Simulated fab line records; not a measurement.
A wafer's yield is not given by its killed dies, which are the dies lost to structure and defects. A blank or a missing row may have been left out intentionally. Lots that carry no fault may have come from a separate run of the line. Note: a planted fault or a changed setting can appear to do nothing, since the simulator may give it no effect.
Split-lot study ; flow n5Finfet ; 39 wafers read across 7 lots, on a route 1938 steps long

## THE SPLIT ITSELF
At N5_DUMMY_GATE_ETCH_37 (etches SOC in N2/H2, target depth 60 nm, overetch 30 nm), the setting sourceW was moved away from the recipe's 840 W on 12 of the 39 wafers read, by -8.6% to +16.5%. This setting was run at the recipe's value on the other wafers.

The split's own step is where the reading is taken.

## THE READING
rfVppV, in V, at N5_DUMMY_GATE_ETCH_37 (etches SOC in N2/H2, target depth 60 nm, overetch 30 nm). Typical for fault-free wafers on this fab line: 524.1 V, with standard deviation 2.8 V.

wafer;tool, chamber at the split;sourceW as run, W;against the recipe;rfVppV, V;against lot-mates on the recipe
L074.1;rieDiel-04, 0;978.8;+16.5%;501.0;-25.1
L074.2;rieDiel-04, 3;840;recipe;527.0;-
L074.3;rieDiel-04, 1;978.8;+16.5%;496.6;-29.5
L074.4;rieDiel-04, 0;840;recipe;527.6;-
L074.5;rieDiel-04, 3;978.8;+16.5%;500.3;-25.8
L074.6;rieDiel-04, 1;840;recipe;523.7;-
L075.1;rieDiel-06, 2;840;recipe;520.7;-
L075.4;rieDiel-06, 3;840;recipe;529.0;-
L075.5;rieDiel-06, 2;840;recipe;519.2;-
L083.1;rieDiel-06, 0;893.7;+6.4%;508.7;-13.0
L083.2;rieDiel-06, 3;893.7;+6.4%;514.0;-7.7
L083.3;rieDiel-06, 2;893.7;+6.4%;509.8;-11.9
L083.4;rieDiel-06, 1;840;recipe;522.8;-
L083.5;rieDiel-06, 1;840;recipe;522.0;-
L083.6;rieDiel-06, 2;840;recipe;520.4;-
L084.1;rieDiel-02, 2;840;recipe;527.7;-
L084.2;rieDiel-02, 3;840;recipe;525.4;-
L084.3;rieDiel-02, 1;840;recipe;521.5;-
L084.4;rieDiel-02, 0;840;recipe;519.1;-
L084.5;rieDiel-02, 1;840;recipe;520.7;-
L084.6;rieDiel-02, 2;840;recipe;526.7;-
L086.1;rieDiel-02, 3;840;recipe;525.6;-
L086.2;rieDiel-02, 0;840;recipe;520.2;-
L086.3;rieDiel-02, 1;840;recipe;519.9;-
L086.4;rieDiel-02, 2;840;recipe;525.8;-
L086.5;rieDiel-02, 3;840;recipe;522.9;-
L086.6;rieDiel-02, 0;840;recipe;521.2;-
L094.1;rieDiel-04, 2;970;+15.5%;499.0;-26.1
L094.2;rieDiel-04, 1;970;+15.5%;499.9;-25.2
L094.3;rieDiel-04, 3;970;+15.5%;501.5;-23.6
L094.4;rieDiel-04, 0;840;recipe;526.2;-
L094.5;rieDiel-04, 2;840;recipe;524.2;-
L094.6;rieDiel-04, 3;840;recipe;524.9;-
L096.1;rieDiel-02, 3;840;recipe;524.8;-
L096.2;rieDiel-02, 1;840;recipe;520.0;-
L096.3;rieDiel-02, 0;767.5;-8.6%;543.8;+20.0
L096.4;rieDiel-02, 2;840;recipe;526.7;-
L096.5;rieDiel-02, 3;767.5;-8.6%;541.8;+18.0
L096.6;rieDiel-02, 2;767.5;-8.6%;542.6;+18.8

FIT RESULTS
A straight line over all 39 wafers: rfVppV changes by -1.64 V for each +1% of sourceW; r = -0.96; the points scatter about the line by 3.2 V.
The same after taking each lot's own level away (the mean of its wafers on the recipe; 39 wafers): -1.72 V for each +1%; r = -0.97; scatter 2.7 V.
The reading moves by 28 V for the largest change in sourceW, on that fit.
The lots' own levels span 521.73 to 526.10 V, that is 1.6 times the standard deviation above.
So the lot-to-lot level changes the slope little: the two slopes agree.
Check: -28.3 V against its lot-mates is what the line predicts for one of the wafers moved furthest among these (+16.5%) when that wafer is left out of the fit. It came out at -25.1 V against them.
Tool readings at the split's step, against how far the setting was moved: rfVppV r = -0.96.

## OTHER SPLITS ON THESE WAFERS
These wafers also went through other splits before the reading. Each is held against what the fit with the lots' levels taken away leaves over:
other split on the same wafers;wafers away from the commonest value;r with rfVppV (lot level and that fit taken away)
N5_WELL_APT_EXPOSE_05 doseMj;9;-0.07
N5_FIN_SAQP_ETCH_65 timeS;15;-0.10
N5_FIN_CUT_EXPOSE_05 doseMj;12;+0.13

## THE FILE'S OWN FIT
rfVppV changes by -1.69 V for each +1% of sourceW, r = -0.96.
